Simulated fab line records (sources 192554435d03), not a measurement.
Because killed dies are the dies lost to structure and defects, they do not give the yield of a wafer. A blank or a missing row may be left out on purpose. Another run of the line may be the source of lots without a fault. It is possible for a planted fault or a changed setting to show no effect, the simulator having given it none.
Struck lot and sound lot, side by side | flow n5-finfet | 14 steps out of a route of 1938
Sound: the wafers L591.1, L591.4, L591.6. The struck wafers were L584.2, L584.5, L584.6. The cause is given at the end.
Per side, at each step with rows, come the tool, then ch with its chambers, and then its first start. Under that, the readings that differ: sound wafers | struck wafers | difference of the means | sigmas: that difference in standard deviations of wafers without a fault.
alike: words and numbers the same on both sides, and readings whose means are apart by under 2 such deviations; not compared: readings that were withheld, readings missing a value for some wafer, numbers with overlapping values and no deviation given by the record, and bounds like >300 which may hide the same value.
Wherever a step has rows on one side only, a row that says differs or no value, or a row with sigmas, the two part there. Numbers that don't overlap but have no deviation are shown without sigmas and don't part them. Lack of a reading on every wafer of one side parts them only where that side has two or more wafers.

N5_BEOL_M7_RS_MEAS_57: the measuring method here is four-point-probe.
  sound on film-metro-02, day 12 21:03; struck on film-metro-02, day 10 13:31
  alike: M7_RS
N5_BEOL_M7_INSPECT_58: inspects for defects (darkfield).
  sound on defect-inspect-01, day 12 21:05; struck on defect-inspect-02, day 10 13:32
  alike: raw-defect-count
N5_BEOL_M8_ILD_DEP_00: deposits SiCOH lowk from DEMS/porogen, target thk 179.75 nm, time 33.4 s.
  sound on pecvd-02 ch 0,2, day 12 21:07; struck on pecvd-02 ch 0,2, day 10 13:34
  alike: heater-power-w, showerhead-plenum-p-Torr, throttle-valve-pct
N5_BEOL_M8_CURE_74: cures SiCOH lowk, time 240 s.
  sound on uv-cure-03 ch 1, day 12 21:11; struck on uv-cure-01 ch 1, day 10 15:10
  alike: lamp-power-pct, wafer_temp_C_max
N5_BEOL_M8_THK_MEAS_01:
  sound on film-metro-02, day 12 21:41; struck on film-metro-01, day 10 16:01
  alike: M8_ILD_THK
N5_BEOL_M8_PECVD_70: deposits SiO2 from TEOS/O2, target thk 20 nm, time 22.7 s.
  sound on pecvd-03 ch 0,1, day 12 21:44; struck on pecvd-03 ch 0,1,2, day 10 16:02
  alike: heater-power-w, showerhead-plenum-p-Torr, throttle-valve-pct
N5_BEOL_M8_HM_DEP_02: deposits TiN, target thk 20 nm.
  sound on pvd-sputter-03, day 12 22:02; struck on pvd-sputter-01, day 10 16:06
  alike: substrate-temp-c, throttle-valve-pct
then, 5 steps without rows for these wafers: N5_BEOL_M8_COAT_59 (time 60 s, resist thk 100 nm); N5_BEOL_M8_COAT_60 (time 60 s, resist thk 35 nm); N5_BEOL_M8_COAT_05 (resist thk 90 nm); N5_BEOL_M8_EBR_07; N5_BEOL_M8_SOFTBAKE_06 (time 60 s).
N5_BEOL_M8_EXPOSE_08: exposes mask M8.
  struck on arfi-scanner-02, day 10 16:29; sound on arfi-scanner-03 ch 0, day 12 22:24
  no value came back on the struck wafers for dipole-opening-deg (degrees), exposure-dose-mJ-cm2; on the sound wafers dipole-opening-deg (degrees) reads 35 35 35
  alike: mask
then, 1 step without rows for these wafers: N5_BEOL_M8_PEB_09 (peb time 60 s).

WHERE THEY PART
N5_BEOL_M8_EXPOSE_08 only, going by this record.

WHY: what the simulator had put in
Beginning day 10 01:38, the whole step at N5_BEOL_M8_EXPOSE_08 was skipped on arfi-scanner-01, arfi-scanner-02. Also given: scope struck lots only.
